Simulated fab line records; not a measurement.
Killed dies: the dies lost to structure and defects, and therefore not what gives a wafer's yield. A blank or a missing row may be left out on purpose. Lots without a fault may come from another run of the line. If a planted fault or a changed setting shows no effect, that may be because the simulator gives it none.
Matching of chambers || flow nand-harc || 3 sister chambers for NHARC_A_SGD_CUT_CMP_21 on cmp-01
The step polishes, target thk 148.19 nm. 6 wafers are shown with their chamber, then 5 later ones without.

EACH WAFER AND ITS CHAMBER
{"wafer": "L080.1", "chamber": 1, "motor-current-A (A)": 11.5, "time-to-endpoint-s (s)": 53}
{"wafer": "L080.5", "chamber": 2, "motor-current-A (A)": 11.5, "time-to-endpoint-s (s)": 49}
{"wafer": "L086.5", "chamber": 3, "motor-current-A (A)": 11.6, "time-to-endpoint-s (s)": 50}
{"wafer": "L086.6", "chamber": 2, "motor-current-A (A)": 11.4, "time-to-endpoint-s (s)": 50}
{"wafer": "L091.1", "chamber": 1, "motor-current-A (A)": 12.0, "time-to-endpoint-s (s)": 53}
{"wafer": "L091.3", "chamber": 3, "motor-current-A (A)": 10.7, "time-to-endpoint-s (s)": 50}

WAFERS WHOSE CHAMBER IS MISSING
{"wafer": "L091.4", "motor-current-A (A)": 11.4, "time-to-endpoint-s (s)": 53}
{"wafer": "L095.1", "motor-current-A (A)": 11.2, "time-to-endpoint-s (s)": 49}
{"wafer": "L095.2", "motor-current-A (A)": 11.4, "time-to-endpoint-s (s)": 50}
{"wafer": "L097.1", "motor-current-A (A)": 10.2, "time-to-endpoint-s (s)": 50}
{"wafer": "L097.6", "motor-current-A (A)": 11.9, "time-to-endpoint-s (s)": 52}

WHICH CHAMBER EACH ONE RAN IN
{"wafer": "L091.4", "from the rows above": 1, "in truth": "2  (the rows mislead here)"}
{"wafer": "L095.1", "from the rows above": "can't be placed: 2 or 3", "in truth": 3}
{"wafer": "L095.2", "from the rows above": "can't be placed: 3 or 2", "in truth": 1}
{"wafer": "L097.1", "from the rows above": "can't be placed: 3 or 2", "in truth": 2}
{"wafer": "L097.6", "from the rows above": 1, "in truth": 1}
Correct placement for 1 of the 5. Cannot be placed on the basis of these rows: 3; the candidates contain the true chamber in 2. Number placed wrongly: 1.
How it was worked out, from the rows above alone: a wafer's distance from a chamber is the root of the sum, over the readings, of the square of ((its reading less the chamber's mean) divided by the reading's scatter). If the next closest chamber is less than 2 further off than the closest, the wafer can't be placed; otherwise it belongs to the closest. A chamber's mean is the mean of its shown wafers. The scatter: take each reading less its chamber's mean, square it, sum over the shown wafers, divide by the number of wafers less the number of chambers, and take the root.
